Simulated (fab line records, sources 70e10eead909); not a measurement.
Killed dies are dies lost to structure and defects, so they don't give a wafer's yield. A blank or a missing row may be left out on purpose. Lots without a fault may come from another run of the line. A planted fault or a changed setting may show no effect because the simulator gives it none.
Chamber matching | flow nand_harc | NHARC_A_CHANNEL_HOLE_D1_ETCH_44 on rie_diel-06: 4 sister chambers
The step etches the open film in CF4/O2, target depth 140 nm, overetch 14 nm, time 77 s. 8 wafers are shown with their chamber, then 11 later ones without.

WAFERS WITH THEIR CHAMBER
wafer  | chamber | drypump_motor_current_A (A) | rf_vpp_V (V)
L386.6 | 2       | 5.8                         | 196.0
L387.6 | 0       | 5.9                         | 198.6
L388.2 | 3       | 6.5                         | 197.9
L388.3 | 2       | 5.8                         | 197.1
L396.1 | 1       | 5.6                         | 198.2
L396.3 | 3       | 6.5                         | 197.1
L396.5 | 0       | 6.0                         | 197.2
L401.1 | 1       | 5.6                         | 199.2

WAFERS WITHOUT THEIR CHAMBER
wafer  | drypump_motor_current_A (A) | rf_vpp_V (V)
L401.3 | 6.0                         | 197.7
L401.4 | 6.5                         | 198.3
L403.3 | 5.8                         | 196.8
L403.4 | 5.9                         | 197.6
L403.5 | 6.5                         | 197.1
L402.1 | 5.6                         | 198.8
L402.2 | 6.6                         | 196.1
L402.3 | 5.8                         | 198.6
L404.1 | 5.5                         | 199.4
L404.5 | 5.8                         | 195.0
L404.6 | 6.5                         | 198.0

WHICH CHAMBER EACH WENT THROUGH
wafer  | from the rows above     | in truth
L401.3 | 0                       | 0
L401.4 | 3                       | 3
L403.3 | 2                       | 2
L403.4 | can't be placed: 0 or 2 | 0
L403.5 | 3                       | 3
L402.1 | 1                       | 1
L402.2 | 3                       | 3
L402.3 | can't be placed: 2 or 0 | 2
L404.1 | 1                       | 1
L404.5 | 2                       | 2
L404.6 | 3                       | 3
Placed correctly: 9 of 11. Can't be placed from these rows: 2 (the true chamber is among the candidates in 2). Placed wrongly: 0.
How it was worked out, from the rows above alone: a wafer's distance from a chamber is the root of the sum, over the readings, of the square of ((its reading less the chamber's mean) divided by the reading's scatter). The wafer belongs to the nearest chamber; if the next one is less than 2 further off, it can't be placed. A chamber's mean is the mean of its shown wafers. The scatter: the root of (the sum of the squares of (reading less its chamber's mean) over the shown wafers, divided by (wafers less chambers)).
